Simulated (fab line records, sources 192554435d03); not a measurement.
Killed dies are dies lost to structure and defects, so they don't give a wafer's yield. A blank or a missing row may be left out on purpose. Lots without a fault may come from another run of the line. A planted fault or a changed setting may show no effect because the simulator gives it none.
fab line records | flow n5_finfet
record lots=7 wafers=21 last_day=18
route steps=1938 shown BEOL_M5@1118 PASSIVATION@1936
lots that met no fault: from a run of the same line without faults
start_h: hours from the record's first day to the start of the lot's first wafer shown | wait_h: hours since the lot's step before | " the same as in the row above | L1.1+2: a row that stands for several wafers | - no value, or no start given | * or withheld: withheld | < > ~ a bound
route shown NAME@n: a module of which the file shows steps, and the number in the route of the first | usual: mean/standard deviation of fault-free wafers | same: alike in all rows | chamber/n: place in a boat | sites: the reading at each site | _std_site: their standard deviation | _edge_site: outer sites' mean less inner sites' | radius_mm: how far each site lies from the wafer's centre | mask NAME#n: copy n | behind: the tool/chamber that last shaped the wafer | hold: why the lot was held/for how many hours/how that ended | device: the transistor (n, p or np) that didn't switch | end of line: the same wafers' tests at the end of the route | a step without rows: its recipe alone | killed: dies lost to structure and defects at the first sort, not the wafer's yield | map: a wafer's dies, x killed, . not, _ none there
set.NAME: the setting as run; set.NAME@STEP: as run at that earlier step | model.NAME: the simulator's own value behind a step, which no gauge read
lots at some steps of the route; a table a step, a row a wafer
services: from which hour (start_h, from the record's first day; less than 0 if before it) a tool's chamber was out of use, for how many hours, and why
## steps
# step N5_BEOL_M5_COAT_60
# recipe resist=SiARC temp_c=220 time_s=60 spin_rpm=1500 resist_thk_nm=12
# step N5_BEOL_M5_COAT_71
# recipe resist=underlayer temp_c=205 time_s=60 spin_rpm=1500 resist_thk_nm=5
# step N5_BEOL_M5_COAT_05
# recipe resist=CAR-EUV spin_rpm=1500 resist_thk_nm=30
# step N5_BEOL_M5_EBR_07
# recipe solvent=PGMEA ebr_width_mm=1.5
# step N5_BEOL_M5_SOFTBAKE_06
# recipe temp_c=110 time_s=60 resist=CAR-EUV
# step N5_BEOL_M5_EXPOSE_08
# recipe mask_id=M5 na=0.33 source_shape=annular sigma_inner=0.4 sigma_outer=0.8 polarization=unpolarized target_cd_nm=28 dose_mj=35.75
# step N5_BEOL_M5_PEB_09
# recipe peb_temp_c=100 peb_time_s=60 resist=CAR-EUV
# step N5_BEOL_M5_DEVELOP_10
# recipe develop_time_s=30 developer=TMAH resist=CAR-EUV rinse_liquid=surfactant_rinse dry=air_spin dev_temp_c=23
# step N5_BEOL_M5_CD_MEAS_11
# recipe target_cd_nm=27.74 landing_energy_ev=500 detector=se_inlens
# usual cd_nm=27.97/0.23
# columns lot.wafer tool chamber start_h wait_h cd_nm
L582.2 cd_sem-02 0 212.53 - 28.18
L582.4 " 0 " " 27.55
L582.5 " 0 " " 27.73
L584.1 cd_sem-01 0 223.41 - 27.84
L584.3 " 0 " " 28.16
L584.5 " 0 " " 27.67
L594.1 cd_sem-03 0 276.58 - 28.39
L594.2 " 0 " " 28.01
L594.6 " 0 " " 28.32
L593.1 cd_sem-02 0 277.02 - 27.70
L593.3 " 0 " " 28.03
L593.6 " 0 " " 27.89
L595.3 cd_sem-02 0 294.94 - 27.78
L595.4 " 0 " " 27.97
L595.6 " 0 " " 28.02
L597.2 cd_sem-02 0 295.61 - 27.91
L597.3 " 0 " " 27.84
L597.5 " 0 " " 28.10
L598.3 cd_sem-02 0 311.24 - 28.08
L598.5 " 0 " " 27.75
L598.6 " 0 " " 27.86
# step N5_BEOL_M5_OVL_MEAS_12
# recipe points_per_wafer=522
# usual M5_OVL=0.1/0.56
# same points_per_wafer=522
# columns lot.wafer tool chamber start_h wait_h M5_OVL[nm]
L582.2 overlay-02 0 212.57 0.0 0.5
L582.4 " 0 " " 0.4
L582.5 " 0 " " 0.9
L584.1 overlay-01 0 223.44 0.0 0.1
L584.3 " 0 " " 0.1
L584.5 " 0 " " 0.2
L594.1 overlay-01 0 276.61 0.0 -0.4
L594.2 " 0 " " -0.6
L594.6 " 0 " " 0.2
L593.1 overlay-02 0 277.05 0.0 0.5
L593.3 " 0 " " 0.9
L593.6 " 0 " " -0.4
L595.3 overlay-02 0 294.98 0.0 1.1
L595.4 " 0 " " 1.3
L595.6 " 0 " " 0.4
L597.2 overlay-02 0 295.65 0.0 0.2
L597.3 " 0 " " -0.4
L597.5 " 0 " " 0.2
L598.3 overlay-01 0 311.28 0.0 0.1
L598.5 " 0 " " 0.3
L598.6 " 0 " " 0.5
# step N5_BEOL_M5_INSPECT_13
# recipe mode=adi inspect_instrument=brightfield
# usual raw_defect_count=414/99
# columns lot.wafer tool chamber start_h wait_h raw_defect_count
L582.2 defect_inspect-01 - 212.62 0.0 269
L582.4 " - " " 297
L582.5 " - " " 359
L584.1 defect_inspect-01 - 223.49 0.1 445
L584.3 " - " " 368
L584.5 " - " " 551
L594.1 defect_inspect-02 - 276.67 0.1 467
L594.2 " - " " 542
L594.6 " - " " 346
L593.1 defect_inspect-01 - 277.11 0.1 297
L593.3 " - " " 287
L593.6 " - " " 443
L595.3 defect_inspect-02 - 295.03 0.0 396
L595.4 " - " " 337
L595.6 " - " " 277
L597.2 defect_inspect-01 - 295.70 0.0 474
L597.3 " - " " 643
L597.5 " - " " 388
L598.3 defect_inspect-02 - 311.33 0.0 493
L598.5 " - " " 437
L598.6 " - " " 349
# step N5_BEOL_M5_DESCUM_16
# recipe chemistry=O2 time_s=7 source_power_w=50 bias_power_w=20 pressure_mtorr=20 rf_frequency_hz=2.712e+07 temp_c=40 resist=CAR-EUV o2_flow_sccm=225
# usual chamber_pressure_mTorr=20.002/0.018 drypump_motor_current_A=5.9/0.57 oes_product_au=0.77/0.069 rf_vpp_V=242.9/1.3 showerhead_plenum_p_Torr=2.08/0.063 throttle_valve_pct=20.47/0.2
# columns lot.wafer tool chamber start_h wait_h chamber_pressure_mTorr drypump_motor_current_A oes_product_au rf_hours_counter_h rf_vpp_V showerhead_plenum_p_Torr throttle_valve_pct
L582.2 rie_diel-02 1 212.65 0.0 20.025 6.4 0.72 171 244.9 2.17 20.07
L582.4 " 0 " " 20.032 5.4 0.86 63 242.3 2.12 20.25
L582.5 " 1 " " 19.996 6.4 0.73 - 246.9 2.17 20.06
L584.1 rie_diel-06 0 223.53 0.0 20.039 6.5 0.91 26 243.2 2.14 20.30
L584.3 " 2 " " 19.993 5.7 0.75 150 242.9 1.99 20.47
L584.5 " 0 " " 20.002 6.5 0.90 - 243.8 2.14 20.30
L594.1 rie_diel-06 3 276.70 0.0 19.993 4.9 0.72 180 242.6 2.08 20.50
L594.2 " 2 " " 20.014 5.7 0.74 163 240.7 1.99 20.51
L594.6 " 0 " " 19.996 6.5 0.88 - 243.0 2.14 20.32
L593.1 rie_diel-06 0 277.15 0.0 19.966 6.5 0.89 40 244.3 2.14 20.34
L593.3 " 2 " " 20.033 5.7 0.75 163 241.0 1.99 20.49
L593.6 " 2 " " 20.017 5.7 0.74 - 239.9 1.99 20.50
L595.3 rie_diel-06 2 295.09 0.1 19.981 5.7 0.73 170 242.2 1.99 20.50
L595.4 " 0 " " 20.000 6.5 0.85 46 244.5 2.14 20.35
L595.6 " 1 " " 19.974 6.0 0.68 - 243.1 2.15 20.79
L597.2 rie_diel-04 0 295.73 0.0 19.988 6.0 0.87 65 241.4 2.04 20.30
L597.3 " 3 " " 19.985 5.6 0.76 159 242.5 2.01 20.61
L597.5 " 0 " " 20.005 6.0 0.87 - 243.4 2.04 20.31
L598.3 rie_diel-02 1 311.36 0.0 20.001 6.4 0.71 197 244.1 2.16 20.11
L598.5 " 3 " " 19.990 6.8 0.77 - 242.3 2.02 20.85
L598.6 " 2 " " 19.980 6.5 0.77 - 242.3 2.03 20.40
# step N5_BEOL_M5_ETCH_72
# recipe chemistry=N2/H2 target=underlayer target_depth_a=65 mask_material=CAR-EUV time_s=5.2 ion_energy_ev=200 pressure_mtorr=30 source_w=840 bias_w=150 n2_flow_sccm=200 h2_flow_sccm=200 ends=cleared
# usual bias_w=150.0/0.45 chamber_pressure_mTorr=30.00/0.046 drypump_motor_current_A=5.9/0.58 etch_rf_on_time_s=5.23/0.16 oes_product_au=0.66/0.061 rf_vpp_V=523.3/2.5 showerhead_plenum_p_Torr=2.52/0.081 throttle_valve_pct=17.93/0.22
# columns lot.wafer tool chamber start_h wait_h bias_w chamber_pressure_mTorr drypump_motor_current_A etch_rf_on_time_s oes_product_au rf_hours_counter_h rf_vpp_V showerhead_plenum_p_Torr throttle_valve_pct
L582.2 rie_diel-02 1 212.69 0.0 150.0 30.02 6.4 5.12 0.64 171 528.3 2.66 17.71
L582.4 " 0 " " 149.9 29.98 5.4 5.32 0.73 63 524.7 2.58 17.70
L582.5 " 1 " " 149.8 30.05 6.4 5.10 0.63 - 526.4 2.66 17.67
L584.1 rie_diel-06 0 223.56 0.0 150.2 30.04 6.4 4.99 0.77 26 527.1 2.60 17.76
L584.3 " 2 " " 149.4 29.96 5.7 5.12 0.65 150 520.9 2.44 17.99
L584.5 " 0 " " 150.0 30.07 6.5 4.99 0.76 - 524.1 2.60 17.75
L594.1 rie_diel-06 3 276.74 0.0 150.7 30.06 4.9 5.47 0.60 180 524.7 2.53 17.99
L594.2 " 2 " " 123.3 29.93 5.7 5.70 0.61 163 457.8 2.43 18.02
L594.6 " 0 " " 150.3 29.99 6.5 5.04 0.76 - 526.5 2.59 17.82
L593.1 rie_diel-06 0 277.18 0.0 149.4 30.01 6.5 5.08 0.75 40 527.1 2.59 17.78
L593.3 " 2 " " 123.7 29.98 5.7 5.72 0.60 163 458.2 2.43 18.04
L593.6 " 2 " " 122.9 30.02 5.7 5.73 0.60 - 457.0 2.43 18.03
L595.3 rie_diel-06 2 295.13 0.0 122.9 29.97 5.7 5.73 0.61 170 458.8 2.43 18.04
L595.4 " 0 " " 149.6 30.04 6.4 5.07 0.74 46 525.5 2.59 17.79
L595.6 " 1 " " 149.6 29.98 6.0 5.37 0.58 - 525.1 2.62 18.26
L597.2 rie_diel-04 0 295.77 0.0 149.5 29.98 6.0 5.26 0.73 65 522.4 2.47 17.73
L597.3 " 3 " " 150.5 30.04 5.6 5.21 0.64 159 521.2 2.42 17.99
L597.5 " 0 " " 149.8 29.98 6.0 5.19 0.74 - 521.5 2.47 17.76
L598.3 rie_diel-02 1 311.39 0.0 149.3 30.02 6.4 5.12 0.61 197 527.0 2.64 17.71
L598.5 " 3 " " 150.3 30.00 6.8 5.11 0.66 - 522.6 2.46 18.43
L598.6 " 2 " " 150.4 30.00 6.5 5.57 0.64 - 520.5 2.46 17.74
# step N5_BEOL_M5_ETCH_61
# recipe chemistry=CF4 target=SiARC target_depth_a=156 mask_material=CAR-EUV time_s=26 ion_energy_ev=80 pressure_mtorr=40 source_w=545 bias_w=36 Ar_flow_sccm=100 cf4_flow_sccm=100 ends=cleared
# usual bias_w=36.00/0.098 cf4_flow_sccm=100.0/0.3 chamber_pressure_mTorr=40.00/0.036 drypump_motor_current_A=5.9/0.57 etch_rf_on_time_s=26.1/0.84 mfc_ar_sccm=100.01/0.29 oes_product_au=0.66/0.06 rf_vpp_V=183.8/1.1 showerhead_plenum_p_Torr=2.12/0.059 throttle_valve_pct=15.66/0.21
# columns lot.wafer tool chamber start_h wait_h bias_w cf4_flow_sccm chamber_pressure_mTorr drypump_motor_current_A etch_rf_on_time_s mfc_ar_sccm oes_product_au rf_hours_counter_h rf_vpp_V showerhead_plenum_p_Torr throttle_valve_pct
L582.2 rie_diel-02 1 212.70 0.0 35.85 100.1 40.03 6.4 25.2 99.86 0.64 171 186.6 2.21 15.36
L582.4 " 0 " " 36.12 100.2 40.03 5.4 26.3 99.94 0.73 63 184.4 2.15 15.33
L582.5 " 1 " " 35.87 100.2 40.02 6.4 25.3 99.94 0.64 - 184.2 2.21 15.36
L584.1 rie_diel-06 0 223.58 0.0 36.13 100.2 39.97 6.4 25.1 100.12 0.77 26 185.0 2.18 15.40
L584.3 " 2 " " 36.13 99.9 39.97 5.7 25.4 100.12 0.66 150 183.9 2.05 15.75
L584.5 " 0 " " 36.03 100.6 40.04 6.5 25.3 99.94 0.76 - 184.3 2.18 15.39
L594.1 rie_diel-06 3 276.75 0.0 36.01 100.1 40.02 4.9 27.1 100.32 0.61 180 185.0 2.14 15.78
L594.2 " 2 " " 35.99 100.1 40.03 5.7 25.4 99.66 0.64 163 182.9 2.05 15.79
L594.6 " 0 " " 36.09 100.3 39.98 6.5 25.0 99.18 0.75 - 185.4 2.17 15.42
L593.1 rie_diel-06 0 277.20 0.0 36.04 100.1 40.00 6.5 25.2 99.82 0.75 40 185.2 2.17 15.40
L593.3 " 2 " " 35.90 100.6 39.99 5.7 25.5 100.11 0.65 163 183.8 2.05 15.79
L593.6 " 2 " " 35.93 100.0 40.06 5.7 25.4 100.03 0.65 - 182.4 2.05 15.78
L595.3 rie_diel-06 2 295.14 0.0 35.97 99.6 40.03 5.7 25.4 99.75 0.65 170 182.0 2.04 15.79
L595.4 " 0 " " 36.08 99.9 40.01 6.5 25.4 100.25 0.75 46 184.3 2.17 15.42
L595.6 " 1 " " 36.18 99.8 39.98 6.0 26.7 99.86 0.59 - 184.1 2.20 16.00
L597.2 rie_diel-04 0 295.78 0.0 36.21 100.0 39.98 6.0 25.8 99.93 0.74 65 182.1 2.10 15.58
L597.3 " 3 " " 35.96 100.1 39.96 5.6 25.7 99.57 0.65 159 183.9 2.06 15.81
L597.5 " 0 " " 36.04 100.1 40.02 6.0 26.0 100.07 0.74 - 183.6 2.10 15.57
L598.3 rie_diel-02 1 311.41 0.0 36.10 100.1 40.08 6.4 25.3 99.92 0.63 197 183.5 2.20 15.43
L598.5 " 3 " " 36.04 100.5 39.96 6.8 25.3 100.35 0.67 - 182.1 2.07 15.96
L598.6 " 2 " " 35.91 100.7 39.98 6.5 27.4 99.57 0.64 - 183.1 2.07 15.49
# step N5_PASSIVATION_PROBE_49
# usual defect_limited_yield=91.0/1.4 killed_at_M0_to_M3=33/11 killed_at_M4_up=14/5 killed_at_contacts=11/7.3 killed_at_front_end=43/12 killed_at_other=4/3.1 killed_dies=106/17 killed_open=69/13 killed_short=34/8.7 sort_bin_5_function=5.2/0.96 sort_bin_6_memory=3.3/0.66 sort_bin_8_speed=0.00/0.012 sort_n_pass=1074/17 sort_yield_pct=91.0/1.4
# same gross_dies=1180 killed_at_back_side=0 sort_bin_4_leakage[%]=0
# columns lot.wafer tool chamber start_h wait_h defect_limited_yield[%] killed_at_M0_to_M3 killed_at_M4_up killed_at_contacts killed_at_front_end killed_at_other killed_dies killed_open killed_short sort_bin_5_function[%] sort_bin_6_memory[%] sort_bin_8_speed[%] sort_n_pass sort_yield_pct[%]
L582.2 prober-02 - 318.27 0.1 93.6 24 12 13 23 4 76 46 30 3.7 2.3 0 1104 93.6
L582.4 prober-02 - 318.37 0.2 91.9 36 17 3 39 0 95 67 22 4.8 2.5 0 1085 91.9
L582.5 prober-02 - 318.42 0.2 93.4 18 15 7 34 4 78 54 22 4.1 2.3 0 1102 93.4
L584.1 prober-02 - 326.84 0.0 89.6 29 12 8 71 3 123 92 31 6.2 3.7 0 1057 89.6
L584.3 prober-02 - 326.94 0.1 91.4 44 9 9 33 6 101 67 33 4.5 3.6 0 1079 91.4
L584.5 prober-02 - 327.04 0.2 91.1 28 15 8 48 6 105 66 39 5.3 3.1 0 1075 91.1
L594.1 prober-02 - 384.28 0.0 91.7 30 9 6 50 3 98 71 27 4.7 3.6 0 1082 91.7
L594.2 prober-02 - 384.33 0.1 89.7 47 7 10 53 4 121 81 34 6.4 3.2 0 1059 89.7
L594.6 prober-02 - 384.53 0.3 90.7 29 18 18 41 4 110 65 37 5.3 3.1 0 1070 90.7
L593.1 prober-01 - 394.29 0.0 87.6 56 23 5 58 4 146 87 57 7.9 4.1 0 1034 87.6
L593.3 prober-01 - 394.39 0.1 91.9 25 18 3 49 1 96 65 31 5.3 2.8 0 1084 91.9
L593.6 prober-01 - 394.54 0.3 92.4 19 18 6 47 0 90 60 30 4.7 2.5 0 1090 92.4
L597.2 prober-01 - 403.94 0.1 92.2 32 9 10 40 1 92 60 29 4.2 3.2 0 1088 92.2
L597.3 prober-01 - 403.99 0.1 93.1 27 9 14 26 5 81 52 22 3.6 2.9 0.08 1098 93.1
L597.5 prober-01 - 404.09 0.2 93.3 20 14 1 39 5 79 47 25 3.1 2.8 0.08 1100 93.2
L595.3 prober-02 - 407.23 0.1 90.8 30 17 13 42 6 108 80 28 5.2 3.5 0 1072 90.8
L595.4 prober-02 - 407.28 0.2 88.5 30 25 31 46 4 136 99 36 6.0 4.8 0 1044 88.5
L595.6 prober-02 - 407.38 0.3 88.0 28 11 41 61 1 142 94 45 7.0 4.6 0 1038 88.0
L598.3 prober-02 - 425.45 0.1 93.4 15 13 5 43 2 78 48 29 3.9 2.4 0 1102 93.4
L598.5 prober-02 - 425.55 0.2 87.7 22 11 13 90 9 145 86 57 6.9 4.9 0 1035 87.7
L598.6 prober-02 - 425.60 0.3 91.8 23 14 9 49 2 97 57 38 4.4 3.6 0 1083 91.8
# killed by level:class
L582.2 MOL_CONTACT_COAG:geometric_particle:open=7 MOL_CONTACT_COAG:geometric_particle:short=6 BEOL_M1:geometric_particle:open=5 FIN_SAQP:geometric_particle:short=4 DUMMY_GATE:geometric_particle:open=4 GATE_CUT:geometric_particle:open=4 BEOL_M0_SAQP:geometric_particle:open=4 BEOL_M0_SAQP:geometric_particle:short=4
L582.4 DUMMY_GATE:geometric_particle:open=10 BEOL_M4:geometric_particle:open=10 BEOL_M2:geometric_particle:open=8 BEOL_M0_SAQP:geometric_particle:open=8 STARTING-WAFER:geometric_particle:open=6 BEOL_M2:geometric_particle:short=5 BEOL_M3:geometric_particle:open=5 STI_FIN_REVEAL:geometric_particle:open=4
L582.5 DUMMY_GATE:geometric_particle:open=9 MOL_CONTACT_COAG:geometric_particle:open=6 BEOL_M1:geometric_particle:open=5 STI_FIN_REVEAL:geometric_particle:open=4 GATE_CUT:geometric_particle:open=4 BEOL_M5:geometric_particle:open=4 FIN_SAQP:geometric_particle:short=3 GATE_CUT:geometric_particle:short=3
L584.1 STI_FIN_REVEAL:geometric_particle:open=37 BEOL_M1:geometric_particle:open=12 FIN_SAQP:geometric_particle:open=11 FIN_SAQP:geometric_particle:short=9 MOL_CONTACT_COAG:geometric_particle:open=8 BEOL_M0_SAQP:geometric_particle:open=6 BEOL_M4:geometric_particle:open=4 STI_FIN_REVEAL:geometric_particle:short=4
L584.3 BEOL_M1:geometric_particle:open=12 BEOL_M0_SAQP:geometric_particle:open=10 BEOL_M0_SAQP:geometric_particle:short=7 STI_FIN_REVEAL:geometric_particle:open=6 MOL_CONTACT_COAG:geometric_particle:open=6 DUMMY_GATE:geometric_particle:open=5 BEOL_M0:geometric_particle:open=5 BEOL_M4:geometric_particle:open=5
L584.5 STI_FIN_REVEAL:geometric_particle:open=12 FIN_SAQP:geometric_particle:open=10 FIN_SAQP:geometric_particle:short=8 BEOL_M1:geometric_particle:open=8 GATE_CUT:geometric_particle:short=6 MOL_CONTACT_COAG:geometric_particle:open=6 BEOL_M0_SAQP:geometric_particle:short=6 BEOL_M4:geometric_particle:open=5
L594.1 STI_FIN_REVEAL:geometric_particle:open=17 FIN_SAQP:geometric_particle:open=14 FIN_SAQP:geometric_particle:short=8 BEOL_M0_SAQP:geometric_particle:short=8 BEOL_M0_SAQP:geometric_particle:open=6 MOL_CONTACT_COAG:geometric_particle:open=5 BEOL_M1:geometric_particle:open=5 BEOL_M2:geometric_particle:open=5
L594.2 BEOL_M0_SAQP:geometric_particle:open=20 BEOL_M0_SAQP:geometric_particle:short=19 STI_FIN_REVEAL:geometric_particle:open=18 FIN_SAQP:geometric_particle:open=17 MOL_CONTACT_COAG:geometric_particle:open=10 FIN_SAQP:geometric_particle:short=7 HKMG_FIN:area_etch=4 GATE_CUT:geometric_particle:short=3
L594.6 MOL_CONTACT_COAG:geometric_particle:open=15 BEOL_M4:geometric_particle:open=9 BEOL_M2:geometric_particle:open=8 HKMG_FIN:area_etch=7 STI_FIN_REVEAL:geometric_particle:open=6 BEOL_M0_SAQP:geometric_particle:open=6 FIN_SAQP:geometric_particle:short=5 BEOL_M0_SAQP:geometric_particle:short=5
L593.1 BEOL_M0_SAQP:geometric_particle:open=22 FIN_SAQP:geometric_particle:short=20 BEOL_M0_SAQP:geometric_particle:short=15 FIN_SAQP:geometric_particle:open=10 BEOL_M4:geometric_particle:open=10 DUMMY_GATE:geometric_particle:open=9 BEOL_M2:geometric_particle:open=9 MOL_CONTACT_COAG:geometric_particle:open=5
L593.3 FIN_SAQP:geometric_particle:open=10 FIN_SAQP:geometric_particle:short=10 BEOL_M0_SAQP:geometric_particle:open=9 GATE_CUT:geometric_particle:short=8 BEOL_M4:geometric_particle:open=7 DUMMY_GATE:geometric_particle:open=6 BEOL_M5:geometric_particle:open=6 BEOL_M0_SAQP:geometric_particle:short=5
L593.6 FIN_SAQP:geometric_particle:short=12 BEOL_M4:geometric_particle:open=11 FIN_SAQP:geometric_particle:open=10 STI_FIN_REVEAL:geometric_particle:open=7 BEOL_M0_SAQP:geometric_particle:open=7 MOL_CONTACT_COAG:geometric_particle:open=5 STI_FIN_REVEAL:geometric_particle:short=4 DUMMY_GATE:geometric_particle:open=4
L597.2 STI_FIN_REVEAL:geometric_particle:open=11 MOL_CONTACT_COAG:geometric_particle:open=9 BEOL_M0_SAQP:geometric_particle:open=9 BEOL_M0_SAQP:geometric_particle:short=6 BEOL_M2:geometric_particle:open=5 STARTING-WAFER:geometric_particle:short=5 STI_FIN_REVEAL:geometric_particle:short=4 BEOL_M3:geometric_particle:open=4
L597.3 MOL_CONTACT_COAG:geometric_particle:open=8 BEOL_M1:geometric_particle:open=8 BEOL_M3:geometric_particle:open=7 MOL_CONTACT_COAG:geometric_particle:short=4 BEOL_M0_SAQP:geometric_particle:open=4 BEOL_M2:geometric_particle:open=4 STI_FIN_REVEAL:geometric_particle:open=3 BEOL_M4:geometric_particle:open=3
L597.5 STI_FIN_REVEAL:geometric_particle:open=7 BEOL_M0_SAQP:geometric_particle:open=7 DUMMY_GATE:geometric_particle:open=6 HKMG_FIN:area_etch=6 BEOL_M4:geometric_particle:open=5 GATE_CUT:geometric_particle:short=4 BEOL_M3:geometric_particle:short=4 BEOL_M5:geometric_particle:open=4
L595.3 FIN_SAQP:geometric_particle:open=15 BEOL_M0_SAQP:geometric_particle:short=12 BEOL_M4:geometric_particle:open=11 STI_FIN_REVEAL:geometric_particle:open=10 MOL_CONTACT_COAG:geometric_particle:open=10 BEOL_M1:geometric_particle:open=6 BEOL_M2:geometric_particle:open=5 FIN_SAQP:geometric_particle:short=4
L595.4 MOL_CONTACT_COAG:geometric_particle:open=25 BEOL_M4:geometric_particle:open=17 STI_FIN_REVEAL:geometric_particle:open=15 BEOL_M0_SAQP:geometric_particle:open=12 FIN_SAQP:geometric_particle:short=6 MOL_CONTACT_COAG:geometric_particle:short=6 FIN_SAQP:geometric_particle:open=5 BEOL_M5:geometric_particle:open=4
L595.6 MOL_CONTACT_COAG:geometric_particle:open=33 STI_FIN_REVEAL:geometric_particle:open=18 FIN_SAQP:geometric_particle:short=12 BEOL_M0_SAQP:geometric_particle:short=9 FIN_SAQP:geometric_particle:open=8 MOL_CONTACT_COAG:geometric_particle:short=8 BEOL_M0_SAQP:geometric_particle:open=7 DUMMY_GATE:geometric_particle:open=6
L598.3 FIN_SAQP:geometric_particle:short=11 STI_FIN_REVEAL:geometric_particle:open=5 DUMMY_GATE:geometric_particle:open=5 GATE_CUT:geometric_particle:short=5 GATE_CUT:geometric_particle:open=5 MOL_CONTACT_COAG:geometric_particle:open=5 BEOL_M4:geometric_particle:open=5 ILD0:geometric_particle:short=4
L598.5 FIN_SAQP:geometric_particle:open=24 FIN_SAQP:geometric_particle:short=24 STI_FIN_REVEAL:geometric_particle:open=9 MOL_CONTACT_COAG:geometric_particle:open=8 BEOL_M1:geometric_particle:open=7 GATE_CUT:geometric_particle:short=7 DUMMY_GATE:geometric_particle:open=6 MOL_CONTACT_COAG:geometric_particle:short=5
L598.6 FIN_SAQP:geometric_particle:short=11 FIN_SAQP:geometric_particle:open=10 BEOL_M1:geometric_particle:open=8 GATE_CUT:geometric_particle:short=7 MOL_CONTACT_COAG:geometric_particle:open=7 GATE_CUT:geometric_particle:open=5 BEOL_M3:geometric_particle:open=5 STI_FIN_REVEAL:geometric_particle:open=4
## services
# columns tool chamber start_h hours kind
rie_diel-06 1 198.28 9.6 repair
rie_diel-04 - 216.50 0.6 repair
rie_diel-02 1 227.08 8.1 repair
rie_diel-04 1 232.09 5.6 repair
rie_diel-06 3 296.14 2.1 repair
## key
first_sign step=N5_BEOL_M5_ETCH_72 reading=bias_w direction=down sigmas=59 usual=* struck=*
effect step=N5_BEOL_M5_ETCH_72 reading=rf_vpp_V direction=down sigmas=26 usual=523.3 struck=458.0
met_at N5_BEOL_M5_ETCH_72
struck_wafers L593.3,L593.6,L594.2,L595.3
onset_between 223.56 276.74
fault kind=process_parameter_drift tool=rie_diel-06 chamber=2 onset_h=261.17 steps=N5_BEOL_M5_ETCH_72 channel=bias_w offset=* shape=step end_h=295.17 acts_in=* stated=*
